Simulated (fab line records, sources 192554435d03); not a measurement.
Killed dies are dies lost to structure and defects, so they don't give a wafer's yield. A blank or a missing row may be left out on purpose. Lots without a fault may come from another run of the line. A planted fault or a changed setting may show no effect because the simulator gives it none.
Split-lot experiment | flow n5_finfet | 7 lots, 21 wafers read, on a route of 1938 steps

THE SPLIT
At N5_BEOL_M10_ETCH_41 (etches SiCN in CH3F/O2, target depth 42.6 nm, time 86 s), the setting source_w was moved away from the recipe's 395 W on 6 of the 21 wafers read, by -8.8% to +16.7%. The other wafers ran this setting at the recipe's value.

The reading is taken at the split's own step.

THE READING
rf_vpp_V, in V, at N5_BEOL_M10_ETCH_41 (etches SiCN in CH3F/O2, target depth 42.6 nm, time 86 s). Fault-free wafers of this fab line usually give 296.6 V, standard deviation 1.5 V.

wafer  | tool, chamber at the split | source_w as run, W | against the recipe | rf_vpp_V, V | against lot-mates on the recipe
L080.3 | rie_diel-05, 3             | 395                | recipe             | 295.5       | -
L080.5 | rie_diel-05, 0             | 395                | recipe             | 295.3       | -
L080.6 | rie_diel-05, 1             | 395                | recipe             | 294.6       | -
L082.4 | rie_diel-05, 0             | 395                | recipe             | 295.6       | -
L082.5 | rie_diel-05, 2             | 376.5              | -4.7%              | 302.1       | +7.0
L082.6 | rie_diel-05, 3             | 395                | recipe             | 294.7       | -
L083.3 | rie_diel-01, 2             | 395                | recipe             | 296.7       | -
L083.4 | rie_diel-01, 3             | 395                | recipe             | 296.7       | -
L083.5 | rie_diel-01, 3             | 461                | +16.7%             | 281.5       | -15.2
L084.1 | rie_diel-05, 3             | 395                | recipe             | 294.4       | -
L084.3 | rie_diel-05, 0             | 395                | recipe             | 296.4       | -
L084.4 | rie_diel-05, 3             | 395                | recipe             | 295.1       | -
L086.1 | rie_diel-01, 0             | 365.1              | -7.6%              | 305.1       | +8.0
L086.4 | rie_diel-01, 1             | 395                | recipe             | 298.0       | -
L086.6 | rie_diel-01, 3             | 395                | recipe             | 296.3       | -
L092.1 | rie_diel-04, 3             | 360.3              | -8.8%              | 307.7       | no lot-mate on the recipe
L092.3 | rie_diel-04, 1             | 360.3              | -8.8%              | 308.6       | no lot-mate on the recipe
L092.4 | rie_diel-04, 1             | 360.3              | -8.8%              | 309.6       | no lot-mate on the recipe
L097.2 | rie_diel-01, 1             | 395                | recipe             | 298.1       | -
L097.4 | rie_diel-01, 0             | 395                | recipe             | 296.3       | -
L097.6 | rie_diel-01, 3             | 395                | recipe             | 295.1       | -

THE FIT
A straight line over all 21 wafers: rf_vpp_V changes by -1.12 V for each +1% of source_w; r = -0.96; the points scatter about the line by 1.7 V.
The same after taking each lot's own level away (the mean of its wafers on the recipe; 18 wafers): -0.97 V for each +1%; r = -0.98; scatter 0.97 V.
On that fit, the largest move of source_w shifts the reading by 16 V.
The lots' own levels span 295.13 to 297.15 V, that is 1.3 times the standard deviation above.
So the lot-to-lot level changes the slope: the two fits differ.
Check: with one of the wafers moved furthest among these (+16.7%) left out of the fit, the line predicts -19.4 V for it against its lot-mates. It came out at -15.2 V against them.
Tool readings at the split's step, against how far the setting was moved: rf_vpp_V r = -0.96.

THE FILE'S OWN FIT
rf_vpp_V changes by -0.97 V for each +1% of source_w, r = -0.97.
